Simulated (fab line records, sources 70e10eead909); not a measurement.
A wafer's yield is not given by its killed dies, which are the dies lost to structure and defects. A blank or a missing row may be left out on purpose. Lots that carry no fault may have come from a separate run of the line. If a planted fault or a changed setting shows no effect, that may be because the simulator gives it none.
Struck lot and sound lot, side by side -- flow nand harc -- 15 out of 1302 route steps
Sound: wafers L852.2, L852.3, L852.4. Wafers L860.2, L860.4, L860.5 were the ones struck. Last of all comes the cause.
Order at every step that has rows: each side's tool, ch and its chambers, its first start. Under that, the readings that differ: sound wafers -- struck wafers -- difference of the means -- sigmas: that difference in standard deviations of wafers without a fault.
alike: same words and numbers on both sides, and readings whose means sit less than 2 such deviations apart. not compared: any withheld reading, any reading some wafer has no value for, any bound like >300 that may hide the same value, and any number with overlapping values for which the record gives no deviation.
Wherever a step has rows on one side only, a row that says differs or no value, or a row with sigmas, the two part there. Numbers that don't overlap but have no deviation are shown without sigmas and don't part them. A reading missing from all wafers of one side parts the sides only when that side holds two or more wafers.

first, 4 steps without rows for these wafers: NHARC_A_DECK1_JOINT_CURE_26 (time 32 s); NHARC_A_DECK1_JOINT_ANNEAL_27 (time 3600 s); NHARC_A_DECK1_JOINT_ANNEAL_28 (time 1800 s); NHARC_A_DECK1_JOINT_ANNEAL_29 (time 1800 s).
NHARC_A_DECK1_JOINT_CMP_02: polishes SiOx.
  sound on cmp-04 ch 0,1,2, day 13 04:03; struck on cmp-04 ch 1,2, day 15 09:53
  alike: motor current A
then, 1 step without rows for these wafers: NHARC_A_DECK1_JOINT_SRD_15.
NHARC_A_DECK1_JOINT_DEP_16: deposits SiO2, target thk 45 nm.
  sound on pecvd-01 ch 0,2, day 13 04:28; struck on pecvd-03 ch 0,1, day 15 10:19
  alike: heater power w, throttle valve pct
NHARC_A_DECK1_JOINT_THK_MEAS_17: measures by ellipsometry.
  sound: film metro-02 at day 13 04:43; struck: film metro-02 at day 15 10:34
  alike: thk nm
NHARC_A_DECK1_JOINT_INSPECT_05:
  sound: defect inspect-01 at day 13 04:45; struck: defect inspect-01 at day 15 10:35
  alike: raw defect count
then, no rows for these wafers at 1 step: NHARC_A_ONON_D2_DEP_00 (target thk 1000 nm).
NHARC_A_ONON_D2_THK_MEAS_02: measures by ellipsometry.
  sound: film metro-01 at day 13 05:20; struck: film metro-02 at day 15 11:10
reading,sound,struck,difference,sigmas
thk nm (nm),981 982 982,1000 1002 1001,+19,+2
NHARC_A_ONON_D2_DEP_03: target thk 1000 nm.
  sound on pecvd onon-03 ch 0, day 13 05:27; struck on pecvd onon-04 ch 0, day 15 11:17
  alike: sih4 flow sccm
NHARC_A_ONON_D2_THK_MEAS_05: measures by ellipsometry.
  sound: film metro-01 at day 13 05:54; struck: film metro-02 at day 15 11:46
reading,sound,struck,difference,sigmas
thk nm (nm),1003 1004 1003,695 695 695,-308,-28
then, no rows for these wafers at 1 step: NHARC_A_ONON_D2_DEP_06 (target thk 1000 nm).
-- the record jumps here: 12 days lie between the struck wafers' starts before and after (it left off in module A_ONON_D2 and takes up again in module END, whose first step shown is number 1302 of the route) --
NHARC_END_SORT_01:
  sound on prober-02 ch 0, day 25 16:05; struck on prober-01 ch 0, day 27 09:21
reading,sound,struck,difference,sigmas
killed at array,71 86 80,673 670 674,+593,+30
killed dies,77 89 83,677 677 677,+594,+30
  alike: killed at other, killed at periphery, killed open, killed short

## WHERE THEY PART
Last at NHARC_END_SORT_01 as far as this record goes, first at NHARC_A_ONON_D2_THK_MEAS_02.

WHY: what had been put in by the simulator
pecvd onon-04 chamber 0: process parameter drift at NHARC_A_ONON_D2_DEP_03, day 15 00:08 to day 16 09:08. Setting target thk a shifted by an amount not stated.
